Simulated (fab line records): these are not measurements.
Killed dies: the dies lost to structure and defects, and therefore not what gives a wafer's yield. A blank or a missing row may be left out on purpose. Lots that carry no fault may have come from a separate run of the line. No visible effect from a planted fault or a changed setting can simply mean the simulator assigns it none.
fab line records	flow nandHarc
record lots=7	wafers=21	lastDay=24
route steps=1159 shown A_WL_FILL@839 A_CONTACT@840 END@1159
lots untouched by any fault: they come from a run of this same line in which no faults occurred
startH: start of the lot's first displayed wafer, in hours after the record's first day	waitH: hours from the lot's prior step to this one	" same as the row above	L1.1+2: a row that stands for several wafers	- value missing, or start not given	* or withheld: withheld	< > ~ a bound
route shown NAME@n: names a module that has steps shown in the file, with the first one's number in the route	usual: mean/standard deviation taken from wafers without a fault	same: alike in all rows	chamber/n: place in a boat	sites: readings site by site	_std_site: standard deviation across them	_edge_site: inner sites' mean taken away from outer sites' mean	radiusMm: for every site, how far away it sits from the centre of the wafer	mask NAME#n: copy n	behind: the most recent tool/chamber to have shaped the wafer	hold: the reason the lot was held/the length of the hold in hours/how it ended	device: the n, p or np transistor that did not switch	end of line: the route-end tests of the same wafers	a step given without rows: its recipe and nothing more	killed: dies that structure and defects cost at the first sort, which is not the same as the wafer's yield	map: per-die view of a wafer (x killed, . not killed, _ where there is no die)
set.NAME: the setting the step ran with; set.NAME@STEP: the setting that earlier step ran with	model.NAME: the simulator's own value behind a step, which no gauge read
lots at selected steps of the route; one table per step, one row per wafer
services: a tool's chamber out of use, with start hour (startH, from the record's first day; less than 0 if before it), hours out, and reason
## steps
# step NHARC_A_WL_FILL_INSPECT_15
# usual rawDefectCount=400/140
lot.wafer	tool	chamber	startH	waitH	rawDefectCount
L240.2	defectInspect-01	-	378.27	0.0	393
L240.3	"	-	"	"	509
L240.5	"	-	"	"	491
L251.1	defectInspect-01	-	439.02	0.0	608
L251.2	"	-	"	"	726
L251.4	"	-	"	"	1019
L250.2	defectInspect-01	-	443.24	0.0	649
L250.5	"	-	"	"	629
L250.6	"	-	"	"	606
L253.2	defectInspect-01	-	443.53	0.0	501
L253.3	"	-	"	"	420
L253.4	"	-	"	"	494
L252.3	defectInspect-01	-	448.29	0.0	348
L252.4	"	-	"	"	348
L252.5	"	-	"	"	375
L255.3	defectInspect-01	-	452.48	0.0	364
L255.4	"	-	"	"	317
L255.5	"	-	"	"	344
L262.1	defectInspect-02	-	495.79	0.0	294
L262.4	"	-	"	"	345
L262.5	"	-	"	"	506
# step NHARC_A_CONTACT_DEP_24
# recipe targetThkA=5000	tempC=400	pressureTorr=6.5	rfW=900	teosFlowSccm=161.4	flowSccm=2650	targetThkNm=500	gas=O2	material=SiO2
# usual heaterPowerW=546/82	throttleValvePct=15.9/0.67
lot.wafer	tool	chamber	startH	waitH	heaterPowerW	throttleValvePct
L240.2	pecvd-03	2	378.34	0.1	586	16.0
L240.3	"	1	"	"	591	16.7
L240.5	"	1	"	"	628	16.7
L251.1	pecvd-04	0	439.15	0.1	612	15.4
L251.2	"	1	"	"	610	14.9
L251.4	"	2	"	"	409	15.2
L250.2	pecvd-03	1	443.31	0.1	626	16.8
L250.5	"	1	"	"	663	17.0
L250.6	"	2	"	"	572	16.0
L253.2	pecvd-04	2	443.60	0.1	540	15.4
L253.3	"	0	"	"	648	15.5
L253.4	"	2	"	"	407	15.7
L252.3	pecvd-04	1	448.49	0.2	619	15.0
L252.4	"	2	"	"	518	15.5
L252.5	"	0	"	"	583	15.4
L255.3	pecvd-03	2	452.55	0.1	575	16.1
L255.4	"	2	"	"	592	16.3
L255.5	"	1	"	"	683	16.6
L262.1	pecvd-03	2	495.86	0.1	577	16.3
L262.5	"	0	"	"	528	15.7
L262.4	"	1	"	"	576	16.4
# step NHARC_A_CONTACT_DEP_28
# recipe targetThkA=36000	tempC=400	material=aC
# usual throttleValvePct=35.000/0.0096
lot.wafer	tool	chamber	startH	waitH	throttleValvePct
L240.2	aclDep-02	0	379.32	0.4	35.005
L240.3	"	0	"	"	34.993
L240.5	"	0	"	"	35.006
L251.1	aclDep-02	0	440.18	0.5	34.991
L251.2	"	0	"	"	34.999
L251.4	"	0	"	"	34.989
L250.2	aclDep-02	0	445.30	1.4	34.988
L250.5	"	0	446.40	2.5	34.973
L250.6	"	0	"	"	35.000
L253.2	aclDep-01	0	445.57	1.4	34.999
L253.3	"	0	"	"	35.008
L253.4	"	0	"	"	35.006
L252.3	aclDep-01	0	451.84	2.9	34.997
L252.4	"	0	"	"	34.988
L252.5	"	0	"	"	35.000
L255.3	aclDep-01	0	455.94	2.8	34.994
L255.4	"	0	"	"	35.016
L255.5	"	0	"	"	34.987
L262.1	aclDep-02	0	497.58	1.2	34.993
L262.4	"	0	498.69	2.3	34.994
L262.5	"	0	"	"	34.991
# step NHARC_A_CONTACT_DEP_29
# recipe targetThkA=700	targetThkNm=70	tempC=400	pressureTorr=3.5	flowSccm=200	rfW=350	material=SiON
# usual heaterPowerW=731/84
lot.wafer	tool	chamber	startH	waitH	heaterPowerW
L240.2	pecvd-03	1	381.26	1.6	849
L240.3	"	0	"	"	717
L240.5	"	0	"	"	686
L251.2	pecvd-04	2	442.44	1.5	732
L251.1	"	0	"	"	811
L251.4	"	2	"	"	602
L250.2	pecvd-04	1	447.20	1.5	812
L250.6	"	1	"	"	809
L250.5	"	2	"	"	699
L253.2	pecvd-03	1	447.43	1.5	756
L253.3	"	0	"	"	685
L253.4	"	2	"	"	778
L252.3	pecvd-03	2	453.37	1.2	799
L252.5	"	0	"	"	674
L252.4	"	1	"	"	792
L255.3	pecvd-04	0	457.44	1.1	728
L255.4	"	2	"	"	690
L255.5	"	1	"	"	839
L262.1	pecvd-02	2	499.98	2.0	675
L262.4	"	0	"	"	729
L262.5	"	2	"	"	701
# step NHARC_A_CONTACT_DEHYDRATE_32
# recipe tempC=150	timeS=120
# step NHARC_A_CONTACT_HMDS_33
# recipe timeS=30
# step NHARC_A_CONTACT_COAT_34
# recipe tempC=260	timeS=75
# step NHARC_A_CONTACT_COAT_35
# recipe tempC=225	timeS=65
# step NHARC_A_CONTACT_COAT_36
# recipe spinRpm=1500	resistThkNm=90
# step NHARC_A_CONTACT_SOFTBAKE_37
# recipe tempC=105	timeS=55
# step NHARC_A_CONTACT_EBR_38
# step NHARC_A_CONTACT_EXPOSE_39
# recipe na=1.35	sigmaOuter=0.8	doseMj=58.79	maskId=A_CC_3
# usual exposureDoseMJCm2=58.80/0.066
lot.wafer	tool	chamber	startH	waitH	mask	exposureDoseMJCm2
L240.2	arfiScanner-03	0	381.72	-	A_CC_3#0	58.81
L240.3	"	0	"	"	A_CC_3#0	58.86
L240.5	"	0	"	"	A_CC_3#0	58.80
L251.1	arfiScanner-02	0	442.87	-	A_CC_3#0	58.80
L251.2	"	0	"	"	A_CC_3#0	58.81
L251.4	"	0	"	"	A_CC_3#0	58.72
L250.2	arfiScanner-02	0	447.63	-	A_CC_3#0	79.94
L250.5	"	0	"	"	A_CC_3#0	79.87
L250.6	"	0	"	"	A_CC_3#0	79.87
L253.2	arfiScanner-02	0	447.89	-	A_CC_3#0	75.63
L253.3	"	0	"	"	A_CC_3#0	75.69
L253.4	"	0	"	"	A_CC_3#0	75.60
L252.3	arfiScanner-02	0	453.90	-	A_CC_3#0	73.95
L252.4	"	0	"	"	A_CC_3#0	73.97
L252.5	"	0	"	"	A_CC_3#0	73.89
L255.3	arfiScanner-03	0	458.01	-	A_CC_3#0	58.84
L255.4	"	0	"	"	A_CC_3#0	58.87
L255.5	"	0	"	"	A_CC_3#0	58.86
L262.1	arfiScanner-03	0	500.54	-	A_CC_3#0	58.85
L262.4	"	0	"	"	A_CC_3#0	58.82
L262.5	"	0	"	"	A_CC_3#0	58.91
# step NHARC_A_CONTACT_PEB_40
# recipe pebTempC=100	pebTimeS=65
# step NHARC_A_CONTACT_DEVELOP_41
# recipe developTimeS=35	devTempC=23
# step NHARC_A_CONTACT_CD_MEAS_42
# recipe targetCdNm=200	landingEnergyEv=500
# usual cdNm=200.1/0.6
lot.wafer	tool	chamber	startH	waitH	cdNm
L240.2	cdSem-02	0	381.86	-	200.1
L240.3	"	0	"	"	200.1
L240.5	"	0	"	"	200.3
L251.1	cdSem-03	0	443.01	-	200.8
L251.2	"	0	"	"	200.1
L251.4	"	0	"	"	199.8
L250.2	cdSem-02	0	447.77	-	217.0
L250.5	"	0	"	"	216.2
L250.6	"	0	"	"	218.0
L253.2	cdSem-01	0	448.03	-	213.7
L253.3	"	0	"	"	213.8
L253.4	"	0	"	"	213.6
L252.3	cdSem-03	0	454.04	-	212.5
L252.4	"	0	"	"	211.6
L252.5	"	0	"	"	212.3
L255.3	cdSem-02	0	458.14	-	200.3
L255.4	"	0	"	"	200.8
L255.5	"	0	"	"	201.5
L262.1	cdSem-01	0	500.68	-	200.3
L262.4	"	0	"	"	200.2
L262.5	"	0	"	"	200.1
# step NHARC_A_CONTACT_OVL_MEAS_43
# usual overlayXNm=-0.1/0.68	overlayYNm=-0.4/0.8
lot.wafer	tool	chamber	startH	waitH	overlayXNm	overlayYNm
L240.2	overlay-01	-	381.94	-	0.2	-0.9
L240.3	"	-	"	"	-0.5	-0.8
L240.5	"	-	"	"	-0.3	-0.7
L251.1	overlay-02	-	443.10	-	0.3	-0.4
L251.2	"	-	"	"	0.8	0.0
L251.4	"	-	"	"	0.5	0.7
L250.2	overlay-01	-	447.86	-	0.6	0.3
L250.5	"	-	"	"	1.0	0.3
L250.6	"	-	"	"	0.3	-0.2
L253.2	overlay-01	-	448.12	-	0.0	0.6
L253.3	"	-	"	"	-0.3	0.2
L253.4	"	-	"	"	-0.2	0.1
L252.3	overlay-02	-	454.12	-	-0.1	-0.8
L252.4	"	-	"	"	-0.2	-0.6
L252.5	"	-	"	"	-0.6	0.3
L255.3	overlay-01	-	458.23	-	0.2	0.1
L255.4	"	-	"	"	-0.1	-0.2
L255.5	"	-	"	"	0.1	-0.6
L262.1	overlay-02	-	500.77	-	-0.9	-0.9
L262.4	"	-	"	"	-1.0	-0.7
L262.5	"	-	"	"	-0.6	-0.5
# step NHARC_END_SORT_01
# recipe tempC=25
# usual killedAtArray=29/11	killedAtOther=0.5/0.89	killedAtPeriphery=3.3/2	killedDies=32/11	killedOpen=3.1/1.9	killedShort=2.3/1.6
# same grossDies=677
lot.wafer	tool	chamber	startH	waitH	killedAtArray	killedAtOther	killedAtPeriphery	killedDies	killedOpen	killedShort
L240.2	prober-02	0	452.30	2.8	34	0	2	36	2	2
L240.3	prober-02	0	453.09	3.1	32	1	1	34	3	2
L240.5	prober-02	0	454.68	3.7	32	0	2	34	6	2
L251.1	prober-01	0	511.08	2.5	23	0	1	24	3	4
L251.2	prober-01	0	511.88	2.8	26	1	1	28	2	3
L251.4	prober-01	0	513.48	3.4	17	0	4	21	4	3
L253.2	prober-02	0	519.64	2.8	28	0	3	31	4	2
L253.3	prober-02	0	520.44	3.1	24	0	3	27	4	2
L253.4	prober-02	0	521.23	3.4	30	0	3	33	4	1
L250.2	prober-01	0	519.70	2.8	37	0	3	40	4	2
L250.5	prober-01	0	522.11	3.7	36	0	4	40	3	0
L250.6	prober-01	0	522.91	4.0	34	0	2	36	1	4
L252.3	prober-01	0	540.33	3.1	37	0	0	37	3	2
L252.4	prober-01	0	541.12	3.4	35	0	2	37	4	3
L252.5	prober-01	0	541.92	3.7	20	0	3	23	1	1
L255.3	prober-01	0	548.07	3.1	43	1	5	49	9	5
L255.4	prober-01	0	548.88	3.4	29	0	1	30	1	0
L255.5	prober-01	0	549.69	3.7	39	0	4	43	3	6
L262.1	prober-02	0	565.86	2.5	41	2	5	48	5	2
L262.4	prober-02	0	568.25	3.4	34	1	6	41	3	0
L262.5	prober-02	0	569.04	3.7	36	2	3	41	3	4
# killed by level:class
L240.2 A_SLIT:chamberFilmFlake=14 A_CHANNEL_HOLE_D1:chamberFilmFlake=13 A_CHANNEL_FILL_D1:chamberFilmFlake=3 P_M0:geometricParticle:open=1 A_SOURCE_PLATE:geometricParticle:short=1 A_WL_FILL:geometricParticle:short=1 A_M0:geometricParticle:open=1 P_GATE:chamberFilmFlake=1
L240.3 A_CHANNEL_HOLE_D1:chamberFilmFlake=12 A_SLIT:chamberFilmFlake=8 A_CONTACT:chamberFilmFlake=4 A_ZERO_WELL:chamberFilmFlake=2 P_CONTACT:geometricParticle:open=1 A_CHANNEL_FILL_D1:geometricParticle:open=1 A_CHANNEL_FILL_D1:geometricParticle:short=1 A_WL_FILL:geometricParticle:short=1
L240.5 A_CHANNEL_HOLE_D1:chamberFilmFlake=14 A_SLIT:chamberFilmFlake=9 A_CONTACT:geometricParticle:open=2 A_CONTACT:chamberFilmFlake=2 P_STI:geometricParticle:open=1 P_GATE:geometricParticle:open=1 A_ONON_D1:geometricParticle:short=1 A_CHANNEL_FILL_D1:geometricParticle:open=1
L251.1 A_CONTACT:chamberFilmFlake=8 A_STAIRCASE:chamberFilmFlake=4 A_CHANNEL_HOLE_D1:chamberFilmFlake=3 A_ONON_D1:geometricParticle:short=1 A_SGD_CUT:geometricParticle:short=1 A_CONTACT:geometricParticle:short=1 A_CONTACT:geometricParticle:open=1 A_BLC:geometricParticle:open=1
L251.2 A_CHANNEL_HOLE_D1:chamberFilmFlake=8 A_CONTACT:chamberFilmFlake=8 A_STAIRCASE:chamberFilmFlake=5 A_ONON_D1:geometricParticle:short=2 P_CONTACT:geometricParticle:short=1 A_WL_FILL:geometricParticle:open=1 A_M0:geometricParticle:open=1 A_CHANNEL_FILL_D1:chamberFilmFlake=1
L251.4 A_CHANNEL_HOLE_D1:chamberFilmFlake=6 A_STAIRCASE:chamberFilmFlake=5 P_GATE:geometricParticle:short=1 P_GATE:geometricParticle:open=1 P_M0:geometricParticle:open=1 P_M0:geometricParticle:short=1 A_WL_FILL:geometricParticle:short=1 A_BLC:geometricParticle:open=1
L253.2 A_CHANNEL_HOLE_D1:chamberFilmFlake=22 P_GATE:geometricParticle:short=1 P_M0:geometricParticle:open=1 A_ONON_D1:geometricParticle:short=1 A_SGD_CUT:geometricParticle:open=1 A_WL_FILL:geometricParticle:open=1 A_CONTACT:geometricParticle:open=1 P_STI:chamberFilmFlake=1
L250.2 A_SLIT:chamberFilmFlake=16 A_CHANNEL_HOLE_D1:chamberFilmFlake=9 A_CONTACT:chamberFilmFlake=4 A_CONTACT:geometricParticle:open=3 P_ZERO_WELL:chamberFilmFlake=2 A_STAIRCASE:chamberFilmFlake=2 A_ONON_D1:geometricParticle:open=1 A_CHANNEL_FILL_D1:geometricParticle:short=1
L253.3 A_CHANNEL_HOLE_D1:chamberFilmFlake=14 A_STAIRCASE:chamberFilmFlake=3 A_CHANNEL_FILL_D1:geometricParticle:open=2 P_STI:chamberFilmFlake=2 A_CONTACT:chamberFilmFlake=2 P_CONTACT:geometricParticle:open=1 A_WL_FILL:geometricParticle:short=1 A_CONTACT:geometricParticle:short=1
L253.4 A_CHANNEL_HOLE_D1:chamberFilmFlake=21 A_STAIRCASE:chamberFilmFlake=3 A_CONTACT:geometricParticle:open=2 P_STI:chamberFilmFlake=2 P_GATE:geometricParticle:short=1 A_ONON_D1:geometricParticle:open=1 A_WL_FILL:geometricParticle:open=1 A_WL_FILL:chamberFilmFlake=1
L250.5 A_SLIT:chamberFilmFlake=14 A_CHANNEL_HOLE_D1:chamberFilmFlake=11 A_CONTACT:chamberFilmFlake=5 A_STAIRCASE:chamberFilmFlake=2 P_M0:geometricParticle:open=1 A_CONTACT:geometricParticle:open=1 A_M0:geometricParticle:open=1 P_GATE:chamberFilmFlake=1
L250.6 A_SLIT:chamberFilmFlake=18 A_CHANNEL_HOLE_D1:chamberFilmFlake=6 A_STAIRCASE:chamberFilmFlake=4 A_WL_FILL:geometricParticle:short=2 A_CONTACT:chamberFilmFlake=2 P_M1:geometricParticle:short=1 A_ONON_D1:geometricParticle:short=1 A_WL_FILL:geometricParticle:open=1
L252.3 A_CHANNEL_HOLE_D1:chamberFilmFlake=20 A_WL_FILL:chamberFilmFlake=3 A_CONTACT:chamberFilmFlake=3 A_STAIRCASE:chamberFilmFlake=2 A_CHANNEL_HOLE_D1:geometricParticle:short=1 A_CHANNEL_HOLE_D1:geometricParticle:open=1 A_SGD_CUT:geometricParticle:open=1 A_WL_FILL:geometricParticle:short=1
L252.4 A_CHANNEL_HOLE_D1:chamberFilmFlake=21 A_CONTACT:chamberFilmFlake=4 A_CONTACT:geometricParticle:open=3 P_CONTACT:geometricParticle:short=1 A_SGD_CUT:geometricParticle:open=1 A_SGD_CUT:geometricParticle:short=1 A_WL_FILL:geometricParticle:short=1 P_ZERO_WELL:chamberFilmFlake=1
L252.5 A_CHANNEL_HOLE_D1:chamberFilmFlake=12 A_CONTACT:chamberFilmFlake=3 P_ZERO_WELL:chamberFilmFlake=2 A_BLC:chamberFilmFlake=2 P_M0:geometricParticle:open=1 A_WL_FILL:geometricParticle:short=1 A_CHANNEL_FILL_D1:chamberFilmFlake=1 A_SLIT:chamberFilmFlake=1
L255.3 A_CHANNEL_HOLE_D1:chamberFilmFlake=21 A_CONTACT:chamberFilmFlake=4 A_M0:geometricParticle:open=3 A_STAIRCASE:chamberFilmFlake=3 A_CONTACT:geometricParticle:open=2 A_M1:chamberFilmFlake=2 P_CONTACT:geometricParticle:open=1 P_CONTACT:geometricParticle:short=1
L255.4 A_CHANNEL_HOLE_D1:chamberFilmFlake=23 A_CONTACT:chamberFilmFlake=3 A_M1:chamberFilmFlake=2 P_M0:geometricParticle:open=1 A_STAIRCASE:chamberFilmFlake=1
L255.5 A_CHANNEL_HOLE_D1:chamberFilmFlake=22 A_CONTACT:chamberFilmFlake=5 A_WL_FILL:chamberFilmFlake=3 A_STAIRCASE:chamberFilmFlake=2 P_GATE:geometricParticle:open=1 P_CONTACT:geometricParticle:short=1 A_ONON_D1:geometricParticle:short=1 A_CHANNEL_FILL_D1:geometricParticle:short=1
L262.1 A_SLIT:chamberFilmFlake=17 A_STAIRCASE:chamberFilmFlake=10 A_CHANNEL_HOLE_D1:chamberFilmFlake=5 A_BLC:geometricParticle:open=2 P_GATE:chamberFilmFlake=2 A_CONTACT:chamberFilmFlake=2 THIN_TSV:chamberFilmFlake=2 P_M0:geometricParticle:open=1
L262.4 A_SLIT:chamberFilmFlake=14 A_CHANNEL_HOLE_D1:chamberFilmFlake=9 A_CONTACT:chamberFilmFlake=6 A_STAIRCASE:chamberFilmFlake=3 P_M1:geometricParticle:open=2 P_GATE:chamberFilmFlake=2 A_M0:geometricParticle:open=1 P_STI:chamberFilmFlake=1
L262.5 A_SLIT:chamberFilmFlake=18 A_STAIRCASE:chamberFilmFlake=8 A_ONON_D1:geometricParticle:short=2 A_CHANNEL_HOLE_D1:chamberFilmFlake=2 THIN_TSV:chamberFilmFlake=2 P_CONTACT:geometricParticle:open=1 P_M0:geometricParticle:short=1 A_WL_FILL:geometricParticle:open=1
## services
tool	chamber	startH	hours	kind
pecvd-04	-	376.27	13.0	pm
pecvd-04	0	376.27	13.0	ventCycle
pecvd-04	1	376.27	13.0	ventCycle
pecvd-04	2	376.27	13.0	ventCycle
pecvd-04	0	389.27	-	clean
pecvd-04	1	389.27	-	clean
pecvd-04	2	389.27	-	clean
arfiScanner-03	-	401.68	13.8	repair
pecvd-02	1	419.08	12.6	repair
pecvd-03	1	423.89	2.6	repair
arfiScanner-02	-	428.00	4.0	pm
arfiScanner-03	-	437.75	11.6	repair
pecvd-04	0	466.14	5.1	repair
arfiScanner-02	-	470.59	0.7	repair
pecvd-03	-	473.00	13.0	pm
pecvd-03	0	473.00	13.0	ventCycle
pecvd-03	1	473.00	13.0	ventCycle
pecvd-03	2	473.00	13.0	ventCycle
aclDep-01	-	478.87	13.0	pm
arfiScanner-03	-	484.00	4.0	pm
pecvd-03	0	486.00	-	clean
pecvd-03	1	486.00	-	clean
pecvd-03	2	486.00	-	clean
arfiScanner-02	-	489.97	2.7	repair
## key
firstSign step=NHARC_A_CONTACT_EXPOSE_39	reading=exposureDoseMJCm2	direction=up	sigmas=99+	usual=58.80	struck=76.49
effect step=NHARC_A_CONTACT_CD_MEAS_42	reading=cdNm	direction=up	sigmas=24	usual=200.1	struck=214.3	through=controlLoop
metAt NHARC_A_CONTACT_EXPOSE_39
struckWafers L250.2,L250.5,L250.6,L252.3,L252.4,L252.5,L253.2,L253.3,L253.4
testerLeftOut L250,L252,L253
loopTrim step=NHARC_A_CONTACT_EXPOSE_39	setting=dose	lots=L252,L253
onsetBetween 442.87 447.63
fault kind=processParameterDrift	tool=arfiScanner-02	chamber=-	onsetH=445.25	steps=NHARC_A_CONTACT_EXPOSE_39	channel=doseMj	offset=21.044	shape=step	actsIn=theseRecipesOnly	stated=58.79
# testerLeftOut: of these lots the tester's yield and bins aren't shown, on N5 and GAA mostly nor the transistor test; their killed dies are dies lost to structure and defects alone, not to doping, threshold or leakage, so they don't give the yield
# loopTrim: a control loop set the setting to another value than it would have without faults
